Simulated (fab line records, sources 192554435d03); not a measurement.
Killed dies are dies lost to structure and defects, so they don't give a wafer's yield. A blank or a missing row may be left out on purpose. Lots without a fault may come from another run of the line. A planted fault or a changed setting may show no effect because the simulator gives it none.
Which tool did it? | flow n5_finfet | 12 lots, 35 wafers sampled, at 1 step of a route of 1938

WHAT THE GAUGES READ, wafer by wafer
N5_BEOL_M15_RS_MEAS_54: measures by four-point-probe.
lot  | measured     | on            | M15_RS (ohm/sq)
L280 | day 11 14:44 | film_metro-01 | 0.0213 0.0216 0.0213
L283 | day 12 18:38 | film_metro-01 | 0.0215 0.0213 0.0212
L282 | day 12 21:56 | film_metro-02 | 0.0214 0.0210
L284 | day 13 00:01 | film_metro-02 | 0.0215 0.0217 0.0216
L286 | day 13 14:20 | film_metro-02 | 0.0216 0.0216 0.0220
L289 | day 13 20:11 | film_metro-02 | 0.0215 0.0215 0.0214
L288 | day 14 21:16 | film_metro-01 | 0.0217 0.0211 0.0211
L290 | day 15 19:35 | film_metro-01 | 0.0216 0.0210 0.0216
L294 | day 15 19:38 | film_metro-01 | 0.0217 0.0213 0.0207
L293 | day 16 04:46 | film_metro-02 | 0.0220 0.0217 0.0218
L301 | day 17 18:38 | film_metro-02 | 0.0217 0.0214 0.0210
L302 | day 18 02:53 | film_metro-01 | 0.0212 0.0218 0.0209

WHICH TOOL RAN EACH LOT (tool, then ch and the chambers of the sampled wafers, then the start)
The record holds no process step before these readings.

WHAT THE TOOLS THEMSELVES READ (means of the sampled wafers that have a number; where no wafer has one, the mark that the record gives instead)
The record holds no such reading with a usual standard deviation.

THE ANSWER, worked out from the rows above alone
Rule: what is usual is taken from the lots themselves. Put in order of their means at a reading, lots are off if they are a third of the lots or fewer, leave a main group of 4 or more, and stand apart from it by a gap of 3 or more times the standard deviation of the main group's means; of several such gaps the widest counts. A main group whose means are all the same, to the digits that the tables above print for the reading, isn't used. A lot without any number at a reading at which 4 lots or more have one is off too. The other lots that the step has rows for count as sound. The gauges are gone through in route order, then the tools' own readings, and for those a lot's mean is taken as printed above. The first step at which some lot is off is used, and at that step the reading that is off furthest; a lot without a number counts as furthest.
No lot is off at any reading shown: from this, nothing can be told.

WHAT THE SIMULATOR HAD PUT IN
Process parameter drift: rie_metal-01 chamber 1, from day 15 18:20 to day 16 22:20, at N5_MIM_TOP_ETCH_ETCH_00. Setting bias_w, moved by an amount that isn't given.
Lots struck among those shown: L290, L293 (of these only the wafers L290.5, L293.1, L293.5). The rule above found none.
